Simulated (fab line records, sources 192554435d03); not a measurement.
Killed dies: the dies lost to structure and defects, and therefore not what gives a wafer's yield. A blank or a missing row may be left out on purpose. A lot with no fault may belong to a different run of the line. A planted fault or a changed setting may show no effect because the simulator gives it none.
fab line records    flow n5-finfet
record lots=7  wafers=39
route steps=1938 shown BEOL_M13@1673 MIM_BOT@1833 PASSIVATION@1923
start-h: hours from the record's first day to the start of the lot's first wafer shown    wait-h: time in hours since the lot's previous step    " as in the row above    L1.1+2: a single row standing in for several wafers    - no value, or no start was given    * or withheld: withheld    < > ~ a bound
route shown NAME@n: a module of which the file shows steps, and the number in the route of the first    usual: mean/standard deviation taken from wafers without a fault    same: alike in all rows    chamber/n: place in a boat    sites: each site's reading    _std_site: their standard deviation    _edge_site: the outer-site mean with the inner-site mean subtracted    radius-mm: for every site, how far away it sits from the centre of the wafer    mask NAME#n: copy n    behind: the last tool/chamber to shape the wafer    hold: the reason the lot was held/the length of the hold in hours/how it ended    device: which transistor (n, p or np) failed to switch    end of line: the tests these same wafers got at the end of their route    where a step has no rows: the recipe by itself    killed: dies lost to structure and defects at the first sort, not the wafer's yield    map: the dies of a wafer, with x for killed, . for not killed, _ for no die there
set.NAME: the setting as run; set.NAME@STEP: as run at that earlier step    model.NAME: the simulator's own value behind a step, which no gauge read
lots run with intentionally changed settings; tables by step, rows by wafer
## steps
# step N5_BEOL_M13_ETCH_59
# recipe chemistry=N2/H2  target=BARC  target-depth-a=890  overetch-a=267  time-s=67.9  ion-energy-ev=200  pressure-mtorr=30  source-w=840  bias-w=150  n2-flow-sccm=200  h2-flow-sccm=200
lot.wafer  tool         chamber  start-h  wait-h  set.time-s  model.coat_of_BEOL_M13_COAT_04.thk-nm  model.etch.depth-nm
L075.2     rie-diel-06  2        277.38   0.0     67.9        315.6                                  88.69
L075.4     "            0        "        "       67.9        316                                    88.7
L075.6     "            1        "        "       67.9        317.8                                  88.66
L078.1     rie-diel-03  2        285.37   0.0     67.9        317.4                                  88.85
L078.2     "            0        "        "       67.9        318.8                                  89.02
L078.3     "            3        "        "       67.9        318.4                                  88.78
L078.4     "            2        "        "       67.9        318.2                                  88.85
L078.5     "            3        "        "       67.9        317.2                                  89.07
L078.6     "            0        "        "       67.9        319.6                                  88.88
L080.1     rie-diel-02  2        295.04   0.0     67.9        318.4                                  88.93
L080.2     "            0        "        "       67.9        317.8                                  88.77
L080.3     "            3        "        "       67.9        318.2                                  88.78
L080.4     "            1        "        "       67.9        319.8                                  88.94
L080.5     "            1        "        "       67.9        320.2                                  89.05
L080.6     "            2        "        "       67.9        319.2                                  89.23
L089.1     rie-diel-03  1        366.82   0.0     67.9        315.8                                  89.23
L089.2     "            0        "        "       67.9        320.6                                  88.95
L089.3     "            2        "        "       67.9        319                                    89.27
L089.4     "            3        "        "       67.9        319.2                                  89.36
L089.5     "            3        "        "       67.9        318.4                                  89.17
L089.6     "            0        "        "       67.9        318.8                                  89.21
L083.1     rie-diel-03  2        369.20   0.0     67.9        315.8                                  88.43
L083.2     "            0        "        "       43.15       342.8                                  71.09
L083.3     "            3        "        "       43.15       341.2                                  72.14
L083.4     "            1        "        "       43.15       339.6                                  75.33
L083.5     "            0        "        "       67.9        318                                    88.62
L083.6     "            3        "        "       67.9        316.8                                  89.12
L088.1     rie-diel-06  0        376.15   0.0     67.9        317.4                                  89.23
L088.2     "            3        "        "       67.9        318                                    89.35
L088.3     "            2        "        "       67.9        316.6                                  88.99
L088.4     "            0        "        "       67.9        316.6                                  88.91
L088.5     "            3        "        "       67.9        318.8                                  88.98
L088.6     "            2        "        "       67.9        317.8                                  89.18
L090.1     rie-diel-06  3        382.59   0.0     67.9        320                                    89.1
L090.2     "            2        "        "       50.13       336.4                                  85.11
L090.3     "            0        "        "       67.9        319.2                                  89.24
L090.4     "            0        "        "       50.13       337.6                                  85.5
L090.5     "            2        "        "       67.9        320                                    89.31
L090.6     "            3        "        "       50.13       338.2                                  84.07
# step N5_BEOL_M13_VIA_ETCH_16
# recipe chemistry=C4F8/O2/Ar  target=SiOC  pressure-mtorr=30  source-w=3000  bias-w=700  Ar_flow_sccm=400  C4F8_flow_sccm=15  O2_flow_sccm=8  he-inner-torr=15  he-outer-torr=30  target-depth-a=9217  time-s=withheld  ion-energy-ev=250  ends=cleared
lot.wafer  tool         chamber  start-h  wait-h  set.time-s@BEOL_M13_ETCH_59  model.coat_of_BEOL_M13_COAT_04.thk-nm
L075.2     rie-diel-06  2        277.43   0.0     *                            71.8
L075.4     "            0        "        "       *                            70
L075.6     "            1        "        "       *                            72.4
L078.1     rie-diel-03  2        285.42   0.0     *                            78.2
L078.2     "            0        "        "       *                            79.4
L078.3     "            3        "        "       *                            75
L078.4     "            2        "        "       *                            71.8
L078.5     "            3        "        "       *                            71
L078.6     "            0        "        "       *                            74.2
L080.1     rie-diel-02  2        295.09   0.0     *                            70.6
L080.2     "            0        "        "       *                            68.6
L080.3     "            3        "        "       *                            71
L080.4+6   "            1,2      "        "       *                            68.2
L080.5     "            1        "        "       *                            70
L089.1     rie-diel-03  1        366.87   0.0     *                            69.6
L089.2     "            0        "        "       *                            73.4
L089.3     "            2        "        "       *                            70.2
L089.4     "            3        "        "       *                            69.8
L089.5     "            3        "        "       *                            67
L089.6     "            0        "        "       *                            68.2
L083.1     rie-diel-03  2        369.25   0.0     *                            73.6
L083.2     "            0        "        "       *                            100
L083.3     "            3        "        "       *                            99.8
L083.4     "            1        "        "       *                            95
L083.5     "            0        "        "       *                            75.8
L083.6     "            3        "        "       *                            72.2
L088.1+3   rie-diel-06  0,2      376.20   0.0     *                            70.4
L088.2     "            3        "        "       *                            69.8
L088.4     "            0        "        "       *                            64.4
L088.5     "            3        "        "       *                            69
L088.6     "            2        "        "       *                            66.6
L090.1     rie-diel-06  3        382.64   0.0     *                            73.6
L090.2     "            2        "        "       *                            91.8
L090.3     "            0        "        "       *                            75.2
L090.4     "            0        "        "       *                            87.2
L090.5     "            2        "        "       *                            70
L090.6     "            3        "        "       *                            86.4
# step N5_BEOL_M13_STRIP_63
# recipe chemistry=N2/H2  power-w=1000  temp-c=250  h2-frac=0.65  overash-fraction=0.3  pressure-mtorr=1000  n2-flow-sccm=1750  h2-flow-sccm=3250
# usual strip-time-to-endpoint-s=28.2/0.97
lot.wafer  tool             chamber  start-h  wait-h  set.time-s@BEOL_M13_ETCH_59  strip-time-to-endpoint-s
L075.2     plasma-asher-01  1        277.66   -       67.9                         28.2
L075.4     "                0        "        "       67.9                         27.7
L075.6     "                0        "        "       67.9                         28.4
L078.1     plasma-asher-02  1        285.66   -       67.9                         30.0
L078.2     "                0        "        "       67.9                         30.4
L078.3     "                0        "        "       67.9                         29.2
L078.4     "                1        "        "       67.9                         28.2
L078.5     "                1        "        "       67.9                         28.0
L078.6     "                0        "        "       67.9                         28.9
L080.1     plasma-asher-02  0        295.33   -       67.9                         27.9
L080.2     "                1        "        "       67.9                         27.3
L080.3     "                0        "        "       67.9                         28.0
L080.4     "                1        "        "       67.9                         27.2
L080.5     "                1        "        "       67.9                         27.7
L080.6     "                0        "        "       67.9                         27.1
L089.1     plasma-asher-02  1        367.11   -       67.9                         27.6
L089.2     "                0        "        "       67.9                         28.7
L089.3     "                1        "        "       67.9                         27.7
L089.4     "                0        "        "       67.9                         27.6
L089.5     "                1        "        "       67.9                         26.8
L089.6     "                0        "        "       67.9                         27.2
L083.1     plasma-asher-01  1        369.48   -       67.9                         28.7
L083.2     "                0        "        "       43.15                        36.2
L083.3     "                0        "        "       43.15                        36.2
L083.4     "                1        "        "       43.15                        34.8
L083.5     "                1        "        "       67.9                         29.4
L083.6     "                0        "        "       67.9                         28.3
L088.1     plasma-asher-01  0        376.44   -       67.9                         27.8
L088.2     "                1        "        "       67.9                         27.6
L088.3     "                1        "        "       67.9                         27.8
L088.4     "                0        "        "       67.9                         26.0
L088.5     "                1        "        "       67.9                         27.4
L088.6     "                0        "        "       67.9                         26.7
L090.1     plasma-asher-02  0        382.88   -       67.9                         28.7
L090.2     "                1        "        "       50.13                        33.9
L090.3     "                1        "        "       67.9                         29.2
L090.4     "                0        "        "       50.13                        32.6
L090.5     "                0        "        "       67.9                         27.7
L090.6     "                1        "        "       50.13                        32.4
# step N5_MIM_BOT_SPUTTER_00
# recipe material=TiN  target-thk-a=350  temp-c=200  power-w=3000  chamber-pressure-pa=0.49996  gas=Ar  reactive-partial-pa=0.37997  time-s=89.7
lot.wafer     tool            chamber  start-h  wait-h  set.target-thk-a  model.TiN_of_MIM_BOT_SPUTTER_00.thk-nm
L075.2+4      pvd-sputter-03  -        295.80   0.0     350               35.6
L075.6        "               -        "        "       350               35.8
L078.1+2+3    pvd-sputter-02  -        307.83   0.0     350               35.2
L078.4        "               -        "        "       350               34.6
L078.5        "               -        "        "       350               35
L078.6        "               -        "        "       350               34.8
L080.1        pvd-sputter-01  -        313.22   0.0     240.7             24.2
L080.2        "               -        "        "       240.7             24.4
L080.3        "               -        "        "       240.7             24.6
L080.4        "               -        "        "       350               35.4
L080.5+6      "               -        "        "       350               35.2
L089.1+2+4+6  pvd-sputter-03  -        390.75   0.0     350               35.2
L089.3        "               -        "        "       350               34.8
L089.5        "               -        "        "       350               35
L083.1+4+5    pvd-sputter-01  -        395.99   0.0     350               35
L083.2+6      "               -        "        "       350               34.8
L083.3        "               -        "        "       350               35.2
L088.1+5      pvd-sputter-01  -        396.37   0.0     478               48
L088.2        "               -        "        "       350               35.4
L088.3+4      "               -        "        "       350               35.2
L088.6        "               -        "        "       478               48.2
L090.1+4      pvd-sputter-02  -        406.87   0.0     448.5             45
L090.2        "               -        "        "       448.5             44.6
L090.3        "               -        "        "       350               34.8
L090.5+6      "               -        "        "       350               35
# step N5_PASSIVATION_DEVELOP_43
# recipe develop-time-s=60  rinse-liquid=diw  dry=air-spin  dev-temp-c=21
lot.wafer         tool            chamber  start-h  wait-h  set.develop-time-s
L075.2+4+6        litho-track-03  0        -        -       60
L078.1+4+5        litho-track-01  0        -        -       60
L078.2+3+6        "               0        "        "       33.11
L080.1+2+4        litho-track-03  0        -        -       60
L080.3+5+6        "               0        "        "       76.69
L089.1+2+3+4+5+6  litho-track-03  0        -        -       60
L083.1+2+3+4+5+6  litho-track-02  0        -        -       60
L088.1+2+3+4+5+6  litho-track-02  0        -        -       60
L090.1+4+6        litho-track-01  0        -        -       81.51
L090.2+3+5        "               0        "        "       60
# step N5_PASSIVATION_HARDBAKE_45
# recipe temp-c=130  time-s=120
# step N5_PASSIVATION_CD_MEAS_44
# recipe target-cd-nm=40000  landing-energy-ev=500  detector=se-inlens
# usual cd-nm=40000/3.5
lot.wafer  tool       chamber  start-h  wait-h  set.develop-time-s@PASSIVATION_DEVELOP_43  cd-nm
L075.2     cd-sem-03  0        306.19   -       60                                         39998
L075.4     "          0        "        "       60                                         39996
L075.6     "          0        "        "       60                                         39997
L078.1     cd-sem-02  0        315.96   -       60                                         39997
L078.2     "          0        "        "       33.11                                      39972
L078.3     "          0        "        "       33.11                                      39972
L078.4     "          0        "        "       60                                         39996
L078.5     "          0        "        "       60                                         39998
L078.6     "          0        "        "       33.11                                      39972
L080.1     cd-sem-01  0        322.54   -       60                                         40000
L080.2     "          0        "        "       60                                         40002
L080.3     "          0        "        "       76.69                                      40008
L080.4     "          0        "        "       60                                         39997
L080.5     "          0        "        "       76.69                                      40009
L080.6     "          0        "        "       76.69                                      40005
L089.1     cd-sem-01  0        399.97   -       60                                         40002
L089.2     "          0        "        "       60                                         40002
L089.3     "          0        "        "       60                                         40007
L089.4     "          0        "        "       60                                         40001
L089.5     "          0        "        "       60                                         39999
L089.6     "          0        "        "       60                                         40005
L083.1     cd-sem-02  0        405.18   -       60                                         40007
L083.2     "          0        "        "       60                                         40005
L083.3     "          0        "        "       60                                         40005
L083.4     "          0        "        "       60                                         40002
L083.5     "          0        "        "       60                                         40006
L083.6     "          0        "        "       60                                         40003
L088.1     cd-sem-02  0        405.86   -       60                                         39999
L088.2     "          0        "        "       60                                         40004
L088.3     "          0        "        "       60                                         40003
L088.4     "          0        "        "       60                                         40002
L088.5     "          0        "        "       60                                         40003
L088.6     "          0        "        "       60                                         40004
L090.1     cd-sem-02  0        415.82   -       81.51                                      40007
L090.2     "          0        "        "       60                                         39996
L090.3     "          0        "        "       60                                         39995
L090.4     "          0        "        "       81.51                                      40007
L090.5     "          0        "        "       60                                         39993
L090.6     "          0        "        "       81.51                                      40010
## key
split step=N5_BEOL_M13_ETCH_59  setting=time-s  stated=67.9  by=wafer
response step=N5_BEOL_M13_ETCH_59  reading=model.coat_of_BEOL_M13_COAT_04.thk-nm  change=-0.67  per=1%  r=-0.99
response step=N5_BEOL_M13_ETCH_59  reading=model.etch.depth-nm  change=+0.343  per=1%  r=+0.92
response step=N5_BEOL_M13_VIA_ETCH_16  reading=model.coat_of_BEOL_M13_COAT_04.thk-nm  change=-0.644  per=1%  r=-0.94
response step=N5_BEOL_M13_STRIP_63  reading=strip-time-to-endpoint-s  change=*  per=1%  r=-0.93
split step=N5_MIM_BOT_SPUTTER_00  setting=target-thk-a  stated=350  by=wafer
response step=N5_MIM_BOT_SPUTTER_00  reading=model.TiN_of_MIM_BOT_SPUTTER_00.thk-nm  change=+0.35  per=1%  r=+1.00
split step=N5_PASSIVATION_DEVELOP_43  setting=develop-time-s  stated=60  by=wafer
response step=N5_PASSIVATION_CD_MEAS_44  reading=cd-nm  change=+0.439  per=1%  r=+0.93
